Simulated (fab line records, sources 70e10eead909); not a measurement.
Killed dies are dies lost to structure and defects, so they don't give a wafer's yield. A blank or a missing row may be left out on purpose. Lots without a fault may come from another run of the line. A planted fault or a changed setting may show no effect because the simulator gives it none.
Which tool did it? | flow nand_harc | 13 lots, 39 wafers sampled, at 5 steps of a route of 1159

WHAT THE GAUGES READ, wafer by wafer
NHARC_A_SLIT_INSPECT_11.
lot  | measured     | on                | raw_defect_count
L651 | day 13 22:31 | defect_inspect-01 | 21 21 19
L652 | day 14 22:27 | defect_inspect-01 | 10 8 7
L654 | day 15 00:23 | defect_inspect-02 | 30 20 15
L656 | day 15 10:29 | defect_inspect-01 | 12 14 8
L659 | day 16 07:59 | defect_inspect-02 | 16 23 14
L658 | day 16 12:24 | defect_inspect-02 | 34 25 25
L666 | day 17 18:19 | defect_inspect-01 | 27 33 23
L665 | day 17 18:30 | defect_inspect-02 | 26 36 31
L668 | day 18 05:11 | defect_inspect-02 | 15 16 17
L670 | day 18 18:21 | defect_inspect-02 | 40 39 34
L669 | day 18 18:36 | defect_inspect-01 | 16 16 16
L672 | day 19 09:13 | defect_inspect-02 | 31 35 38
L674 | day 20 03:35 | defect_inspect-02 | 20 18 15

NHARC_END_SORT_01.
lot  | measured     | on        | killed_at_array | killed_at_other | killed_at_periphery | killed_dies | killed_open | killed_short
L654 | day 19 17:22 | prober-02 | 670 674 673     | 0 0 1           | 7 3 3               | 677 677 677 | 5 2 4       | 2 2 2
L656 | day 20 01:16 | prober-02 | 675 674 674     | 0 0 0           | 2 3 3               | 677 677 677 | 2 5 3       | 1 0 1

WHICH TOOL RAN EACH LOT (tool, then ch and the chambers of the sampled wafers, then the start)
lot  | NHARC_A_SLIT_STRIP_18                         | NHARC_A_WL_FILL_ALD_00           | NHARC_A_WL_FILL_ALD_02
L651 | rie_diel-10 ch 0,1,3, day 14 09:38 or earlier | ald_hk-03 ch 0,2,3, day 14 09:38 | ald_metal-02 ch 0,1,2, day 14 10:10
L652 | rie_diel-12 ch 0,2, day 15 10:32 or earlier   | ald_hk-02 ch 0,2, day 15 10:32   | ald_metal-04 ch 0,1, day 15 10:59
L654 | rie_diel-02 ch 0,3, day 15 10:34 or earlier   | ald_hk-04 ch 0,1, day 15 10:34   | ald_metal-02 ch 2,3, day 15 11:11
L656 | rie_diel-10 ch 0,2, day 15 22:14 or earlier   | ald_hk-02 ch 1,3, day 15 22:14   | ald_metal-04 ch 0,1,2, day 15 22:41
L659 | rie_diel-02 ch 1,2,3, day 16 19:17 or earlier | ald_hk-03 ch 1,2,3, day 16 19:17 | ald_metal-04 ch 2,3, day 16 19:44
L658 | rie_diel-10 ch 0,1,3, day 16 23:48 or earlier | ald_hk-02 ch 0,2,3, day 16 23:48 | ald_metal-03 ch 0,2,3, day 17 00:15
L666 | rie_diel-10 ch 0,2,3, day 18 05:46 or earlier | ald_hk-03 ch 0,1,2, day 18 05:46 | ald_metal-03 ch 0,2, day 18 06:38
L665 | rie_diel-02 ch 0,2,3, day 18 05:44 or earlier | ald_hk-04 ch 0,2,3, day 18 05:44 | ald_metal-02 ch 1,2, day 18 06:25
L668 | rie_diel-02 ch 0,1,2, day 18 16:38 or earlier | ald_hk-02 ch 0,1, day 18 16:38   | ald_metal-03 ch 0,1,3, day 18 17:09
L670 | rie_diel-12 ch 0,2,3, day 19 06:41 or earlier | ald_hk-02 ch 0,1,2, day 19 06:41 | ald_metal-02 ch 0,2,3, day 19 07:10
L669 | rie_diel-02 ch 0,1,3, day 19 06:53 or earlier | ald_hk-02 ch 0,1,2, day 19 06:53 | ald_metal-03 ch 1,3, day 19 07:33
L672 | rie_diel-12 ch 0,2, day 19 20:29 or earlier   | ald_hk-03 ch 1,2,3, day 19 20:29 | ald_metal-02 ch 1,3, day 19 20:59
L674 | rie_diel-12 ch 0,1,2, day 20 14:38 or earlier | ald_hk-04 ch 1,2, day 20 14:38   | ald_metal-02 ch 0,3, day 20 15:20
- NHARC_A_SLIT_STRIP_18: strips in O2.
- NHARC_A_WL_FILL_ALD_00: deposits Al2O3, target thk 3 nm, pulse time 3 s, ald cycles 30.
- NHARC_A_WL_FILL_ALD_02: deposits TiN, target thk 2 nm, pulse time 3 s, ald cycles 100.

WHAT THE TOOLS THEMSELVES READ (means of the sampled wafers that have a number; where no wafer has one, the mark that the record gives instead)
NHARC_A_SLIT_STRIP_18.
lot  | tool        | drypump_motor_current_A (A) | oes_product_au (a.u.) | rf_vpp_V (V) | showerhead_plenum_p_Torr (Torr) | throttle_valve_pct (%)
L651 | rie_diel-10 | 6.1                         | 0.994                 | 57.9         | 3.55                            | 17.042
L652 | rie_diel-12 | 5.1                         | 1.006                 | 58.3         | 3.68                            | 17.050
L654 | rie_diel-02 | 5.8                         | 1.013                 | 58.0         | 3.48                            | 17.037
L656 | rie_diel-10 | 5.6                         | 1.002                 | 57.9         | 3.47                            | 17.044
L659 | rie_diel-02 | 6.1                         | 0.993                 | 58.0         | 3.59                            | 17.038
L658 | rie_diel-10 | 6.1                         | 0.999                 | 57.6         | 3.55                            | 17.042
L666 | rie_diel-10 | 5.8                         | 0.987                 | 56.9         | 3.51                            | 17.039
L665 | rie_diel-02 | 5.9                         | 1.002                 | 57.5         | 3.56                            | 17.032
L668 | rie_diel-02 | 5.9                         | 0.996                 | 57.6         | 3.62                            | 17.028
L670 | rie_diel-12 | 5.3                         | 0.992                 | 59.0         | 3.66                            | 17.026
L669 | rie_diel-02 | 5.9                         | 0.996                 | 57.9         | 3.55                            | 17.038
L672 | rie_diel-12 | 5.2                         | 1.003                 | 58.5         | 3.67                            | 17.039
L674 | rie_diel-12 | 5.1                         | 0.992                 | 58.6         | 3.62                            | 17.045

NHARC_A_WL_FILL_ALD_00.
lot  | tool      | heater_power_outer_w (W) | heater_power_w (W) | precursor_pulse_height_rel
L651 | ald_hk-03 | 258                      | 451                | 1.007
L652 | ald_hk-02 | 279                      | 484                | 0.989
L654 | ald_hk-04 | -                        | -                  | -
L656 | ald_hk-02 | -                        | -                  | -
L659 | ald_hk-03 | 255                      | 463                | 0.992
L658 | ald_hk-02 | 279                      | 473                | 1.003
L666 | ald_hk-03 | 252                      | 444                | 1.019
L665 | ald_hk-04 | 249                      | 451                | 0.991
L668 | ald_hk-02 | 286                      | 471                | 1.006
L670 | ald_hk-02 | 283                      | 476                | 0.994
L669 | ald_hk-02 | 284                      | 476                | 0.991
L672 | ald_hk-03 | 264                      | 464                | 1.006
L674 | ald_hk-04 | 248                      | 443                | 0.993

NHARC_A_WL_FILL_ALD_02.
lot  | tool         | heater_power_outer_w (W) | heater_power_w (W) | precursor_pulse_height_rel
L651 | ald_metal-02 | 750                      | 1122               | 0.984
L652 | ald_metal-04 | 749                      | 1129               | 1.014
L654 | ald_metal-02 | 807                      | 1163               | 0.974
L656 | ald_metal-04 | 696                      | 1113               | 1.008
L659 | ald_metal-04 | 618                      | 962                | 1.009
L658 | ald_metal-03 | 745                      | 1231               | 0.986
L666 | ald_metal-03 | 697                      | 1188               | 0.998
L665 | ald_metal-02 | 802                      | 1190               | 0.984
L668 | ald_metal-03 | 704                      | 1123               | 1.015
L670 | ald_metal-02 | 737                      | 1134               | 0.986
L669 | ald_metal-03 | 724                      | 1193               | 1.000
L672 | ald_metal-02 | 762                      | 1178               | 0.999
L674 | ald_metal-02 | 716                      | 1116               | 1.007

THE ANSWER, worked out from the rows above alone
Rule: what is usual is taken from the lots themselves. Put in order of their means at a reading, lots are off if they are a third of the lots or fewer, leave a main group of 4 or more, and stand apart from it by a gap of 3 or more times the standard deviation of the main group's means; of several such gaps the widest counts. A main group whose means are all the same, to the digits that the tables above print for the reading, isn't used. A lot without any number at a reading at which 4 lots or more have one is off too. The other lots that the step has rows for count as sound. The gauges are gone through in route order, then the tools' own readings, and for those a lot's mean is taken as printed above. The first step at which some lot is off is used, and at that step the reading that is off furthest; a lot without a number counts as furthest.
Off: L654, L656, at NHARC_A_WL_FILL_ALD_00 (heater_power_outer_w). Without a number there: L654, L656. The main group: mean 267 W, standard deviation 15.
A tool fits if, at that step or a process step before it, it ran every lot that is off, and no sound lot after the first of them. NHARC_A_SLIT_STRIP_18 gives no start for some lots, so the hours and the order of its lots are those of NHARC_A_WL_FILL_ALD_00. None of those tried fits.

WHAT THE SIMULATOR HAD PUT IN
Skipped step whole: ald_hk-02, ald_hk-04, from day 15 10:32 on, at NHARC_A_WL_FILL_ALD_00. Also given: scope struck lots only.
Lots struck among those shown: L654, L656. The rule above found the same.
